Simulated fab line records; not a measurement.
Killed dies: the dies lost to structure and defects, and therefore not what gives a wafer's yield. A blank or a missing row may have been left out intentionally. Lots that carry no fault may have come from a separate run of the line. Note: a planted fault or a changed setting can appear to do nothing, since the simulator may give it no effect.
A struck lot beside a sound one / flow nand_harc / 24 out of 1302 route steps
Sound: the wafers L286.2, L286.3, L286.4. Wafers struck: L308.1, L308.2, L308.5. At the end, the cause is stated.
Order at every step that has rows: each side's tool, ch and its chambers, its first start. Under that, the readings that differ: sound wafers / struck wafers / difference of the means / sigmas: that difference in standard deviations of wafers without a fault.
alike: readings with means less than 2 such deviations apart, plus words and numbers identical on both sides. not compared: withheld readings, readings lacking a value on some wafer, bounds such as >300 that could conceal the same value, and numbers that have no deviation in the record and whose values overlap.
The two part at a step that has a row with sigmas, a row that says differs or no value, or rows on one side only. When numbers do not overlap yet have no deviation, they are printed without sigmas and do not part them. Lack of a reading on every wafer of one side parts them only where that side has two or more wafers.

NHARC_P_M0_INSPECT_27:
  sound on defect_inspect-02 at day 6 09:07; struck on defect_inspect-02 at day 15 09:31
  alike: raw_defect_count
NHARC_P_M0_PRE_CLEAN_31: time 12 s.
  sound on pecvd-01 ch 1,2, day 6 09:12; struck on pecvd-01 ch 0,2, day 15 09:36
  alike: heater_power_w
NHARC_P_M0_DEP_32: deposits SiCN, target thk 30 nm.
  sound on pecvd-01 ch 1,2, day 6 09:19; struck on pecvd-01 ch 0,2, day 15 09:43
  alike: heater_power_w
then, 8 steps without rows for these wafers: NHARC_P_M1_DEP_00 (deposits SiOC, target thk 182.5 nm); NHARC_P_M1_DEHYDRATE_01 (time 120 s); NHARC_P_M1_HMDS_02 (time 30 s); NHARC_P_M1_COAT_34 (time 65 s); NHARC_P_M1_COAT_03 (resist thk 90 nm); NHARC_P_M1_SOFTBAKE_04 (time 55 s); NHARC_P_M1_EBR_05; NHARC_P_M1_EXPOSE_06 (exposes mask P M1, target cd 130 nm).
NHARC_P_M1_PEB_07: peb time 65 s.
  sound on litho_track-04 ch 0, day 6 10:17; struck on litho_track-04 ch 0, day 15 10:49
reading=heater_power_total_W (W); sound=157.1 156.9 157.2; struck=162.0 162.9 162.7; difference=+5.5; sigmas=+13
reading=plate_temp_C (C); sound=100.12 100.12 100.24; struck=102.80 102.83 102.64; difference=+2.60; sigmas=+20
then, 1 step without rows for these wafers: NHARC_P_M1_DEVELOP_08 (develop time 35 s).
NHARC_P_M1_CD_MEAS_09: the cd target is 130 nm.
  sound on cd_sem-02 ch 0, day 6 10:22; struck on cd_sem-02 ch 0, day 15 10:53
reading=cd_nm (nm); sound=128.3 129.4 129.6; struck=138.1 140.2 140.3; difference=+10.4; sigmas=+13
NHARC_P_M1_OVL_MEAS_10: pitch 260 nm.
  sound on overlay-01 at day 6 10:28; struck on overlay-01 at day 15 10:59
  alike: overlay_x_nm, overlay_y_nm
NHARC_P_M1_INSPECT_11:
  sound on defect_inspect-01 at day 6 10:29; struck on defect_inspect-01 at day 15 11:01
  alike: raw_defect_count
NHARC_P_M1_DESCUM_14: chemistry O2, time 3 s.
  sound on rie_diel-11 ch 0,2,3, day 6 10:34; struck on rie_diel-11 ch 0,3, day 15 11:05
reading=model.P_M1.cd_nm (nm); sound=128.2 129.5 129.2; struck=139.4 140.8 141.6; difference=+11.6; sigmas=
  alike: drypump_motor_current_A, oes_product_au, rf_vpp_V, showerhead_plenum_p_Torr, throttle_valve_pct
  not compared: rf_hours_counter_h
NHARC_P_M1_ETCH_35: etches the open film in N2/H2, target depth 40 nm, overetch 12 nm, time 43.94 s.
  sound on rie_diel-11 ch 0,2,3, day 6 10:38; struck on rie_diel-11 ch 0,2,3, day 15 11:10
  alike: drypump_motor_current_A, h2_flow_sccm, n2_flow_sccm, oes_product_au, rf_vpp_V, showerhead_plenum_p_Torr, throttle_valve_pct
  not compared: rf_hours_counter_h
NHARC_P_M1_ETCH_15: etches the open film in C4F8/Ar, target depth 182.5 nm, time 91.2 s.
  sound: rie_diel-11 ch 0,1,2; struck: rie_diel-11 ch 0,1,2
  alike: oes_product_au, rf_vpp_V
  not compared: rf_hours_counter_h
NHARC_P_M1_CD_MEAS_16:
  sound on cd_sem-03 at day 6 10:52; struck on cd_sem-02 at day 15 11:23
reading=cd_nm (nm); sound=127.4 129.4 129.9; struck=139.5 140.5 142.2; difference=+11.8; sigmas=+10
NHARC_P_M1_STRIP_18: strips in N2/H2.
  sound on rie_diel-03 ch 0,1,2, day 6 10:56; struck on rie_diel-11 ch 0,1,3, day 15 11:29
  alike: drypump_motor_current_A, h2_flow_sccm, n2_flow_sccm, oes_product_au, rf_vpp_V, showerhead_plenum_p_Torr, throttle_valve_pct
  not compared: rf_hours_counter_h
NHARC_P_M1_ETCH_28: etches the open film in CF4/N2, target depth 30 nm, time 72.99 s.
  sound: rie_diel-03 ch 0,1,2; struck: rie_diel-11 ch 1,2,3
reading=model.P_M1.cd_nm (nm); sound=128.2 129 130.3; struck=139.7 140.8 142.2; difference=+11.7; sigmas=
  alike: drypump_motor_current_A, n2_flow_sccm, oes_product_au, rf_vpp_V, showerhead_plenum_p_Torr, throttle_valve_pct
  not compared: rf_hours_counter_h
then, 2 steps without rows for these wafers: NHARC_P_M1_STRIP_19 (strips in post etch residue remover, time 600 s); NHARC_END_SORT_01.

## WHERE THEY PART
Earliest at NHARC_P_M1_PEB_07; latest, in this record, at NHARC_P_M1_CD_MEAS_16. Later steps at which nothing parts them and some readings are alike: NHARC_P_M1_STRIP_18, NHARC_P_M1_ETCH_28.

WHY: whatever the simulator had introduced
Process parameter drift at NHARC_P_M1_PEB_07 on litho_track-04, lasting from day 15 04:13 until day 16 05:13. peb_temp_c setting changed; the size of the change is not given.
